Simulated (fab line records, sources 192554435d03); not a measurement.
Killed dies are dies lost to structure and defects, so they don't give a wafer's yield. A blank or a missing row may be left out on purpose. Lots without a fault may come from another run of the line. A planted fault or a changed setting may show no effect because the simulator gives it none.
A struck lot beside a sound one | flow n5_finfet | 15 steps out of a route of 1938
Sound: wafers L730.1, L730.4, L730.5. Struck: wafers L739.1, L739.5, L739.6. The cause comes at the end.
At each step with rows: each side's tool, then ch and its chambers, then its first start. Under that, the readings that differ: sound wafers | struck wafers | difference of the means | sigmas: that difference in standard deviations of wafers without a fault.
alike: readings whose means differ by less than 2 such deviations, and words and numbers that are the same on both sides. not compared: withheld readings, readings that some wafer has no value for, bounds like >300 that may hide the same value, and numbers for which the record gives no deviation and whose values overlap.
The two part at a step that has a row with sigmas, a row that says differs or no value, or rows on one side only. Numbers that don't overlap but have no deviation are shown without sigmas and don't part them. A reading that every wafer of one side lacks parts them only if that side has two wafers or more.

first, 1 step without rows for these wafers: N5_BEOL_M2_DEVELOP_27 (develop time 30 s).
N5_BEOL_M2_CD_MEAS_28: target cd 26.2 nm, target cd y 24.1 nm.
  sound on cd_sem-02 ch 0, day 8 21:02; struck on cd_sem-01 ch 0, day 11 03:22
  alike: cd_nm
N5_BEOL_M2_OVL_MEAS_29:
  sound on overlay-02 ch 0, day 8 21:04; struck on overlay-02 ch 0, day 11 03:24
  alike: V1_OVL
N5_BEOL_M2_INSPECT_30: inspects for defects (brightfield).
  sound on defect_inspect-01, day 8 21:08; struck on defect_inspect-01, day 11 03:28
  alike: raw_defect_count
N5_BEOL_M2_DESCUM_33: chemistry O2, time 7 s.
  sound on rie_diel-05 ch 0,1,3, day 8 21:11; struck on rie_diel-02 ch 0,1,2, day 11 03:29
  alike: chamber_pressure_mTorr, drypump_motor_current_A, oes_product_au, rf_vpp_V, showerhead_plenum_p_Torr, throttle_valve_pct
  not compared: rf_hours_counter_h
N5_BEOL_M2_ETCH_77: etches underlayer in N2/H2, target depth 6.5 nm, time 5.2 s.
  sound on rie_diel-05 ch 0,1,3, day 8 21:13; struck on rie_diel-02 ch 0,1,2, day 11 03:32
  reading                | sound          | struck         | difference | sigmas
  throttle_valve_pct (%) | 17.5 17.8 17.7 | 18.3 18.4 18.3 | +0.7       | +2
  alike: chamber_pressure_mTorr, drypump_motor_current_A, etch_rf_on_time_s, oes_product_au, rf_fwd_power_W, rf_vpp_V, showerhead_plenum_p_Torr
  not compared: rf_hours_counter_h
N5_BEOL_M2_ETCH_69: etches SiARC in CF4, target depth 15.6 nm, time 26 s.
  sound on rie_diel-05 ch 0,1,3, day 8 21:14; struck on rie_diel-02 ch 0,1,2, day 11 03:33
  alike: chamber_pressure_mTorr, drypump_motor_current_A, etch_rf_on_time_s, oes_product_au, rf_fwd_power_W, rf_vpp_V, showerhead_plenum_p_Torr, throttle_valve_pct
  not compared: rf_hours_counter_h
N5_BEOL_M2_ALD_98: deposits SiO2, target thk 2.5 nm, pulse time 1 s, co reactant pulse time 1 s.
  sound on ald_sin-04 ch 1,2, day 8 22:49; struck on ald_sin-01 ch 1,2,3, day 11 03:39
  alike: heater_power_w, precursor_pulse_height_rel
then, 1 step without rows for these wafers: N5_BEOL_M2_ETCHBACK_99 (etches SiO2 in CHF3, target depth 5 nm, time 10.4 s).
N5_BEOL_M2_ETCH_70: etches SOC in N2/H2, target depth 80 nm, overetch 24 nm, time 130 s.
  sound on rie_diel-02 ch 0,1,3, day 9 04:40; struck on rie_diel-02 ch 0,3, day 11 10:26
  alike: chamber_pressure_mTorr, drypump_motor_current_A, oes_product_au, rf_fwd_power_W, rf_vpp_V, showerhead_plenum_p_Torr, throttle_valve_pct
  not compared: rf_hours_counter_h
then, 2 steps without rows for these wafers: N5_BEOL_M2_STRIP_71 (strips in N2/H2); N5_BEOL_M2_STRIP_78 (strips in N2/H2).
N5_BEOL_M2_VIA_ETCH_34: etches the open film in C4F6/O2, target depth 69.4 nm, time 65.9 s.
  sound on rie_diel-02 ch 0,1,3, day 9 04:46; struck on rie_diel-02 ch 0,3, day 11 10:33
  reading                                  | sound             | struck            | difference | sigmas
  oes_o_777_au (a.u.)                      | 0.69 1.04 0.77    | 0.50 0.50 0.70    | -0.27      | -3
  rf_fwd_power_W (W)                       | 348.5 346.0 348.4 | 266.7 262.8 261.3 | -84.0      | -70
  rf_vpp_V (V)                             | 684 633 664       | 782 782 726       | +103       | +6
  model.etch.depth_nm (nm)                 | 66.74 68.56 68.65 | 60.3 60.43 61.88  | -7.1       |
  model.SOC_of_BEOL_M2_COAT_67.thk_nm (nm) | 52.4 52.2 52.2    | 52.8 52.8 52.6    | +0.5       |
  alike: chamber_pressure_mTorr, drypump_motor_current_A, oes_product_au, showerhead_plenum_p_Torr, throttle_valve_pct
  not compared: rf_hours_counter_h
then, 1 step without rows for these wafers: N5_BEOL_M2_STRIP_83 (strips in C4F6/O2).
N5_BEOL_M4_RC_MEAS_101:
  sound on prober-01 ch 0, day 11 02:39; struck on prober-02 ch 0, day 13 02:37
  alike: DIBL_N, DIBL_P, IOFF_N, IOFF_P, ION_N, ION_P, SS_N, SS_P, VT_N, VT_P

WHERE THEY PART
First at N5_BEOL_M2_ETCH_77; last, within this record, at N5_BEOL_M2_VIA_ETCH_34. Later steps at which nothing parts them and some readings are alike: N5_BEOL_M4_RC_MEAS_101.

WHY: what the simulator had put in
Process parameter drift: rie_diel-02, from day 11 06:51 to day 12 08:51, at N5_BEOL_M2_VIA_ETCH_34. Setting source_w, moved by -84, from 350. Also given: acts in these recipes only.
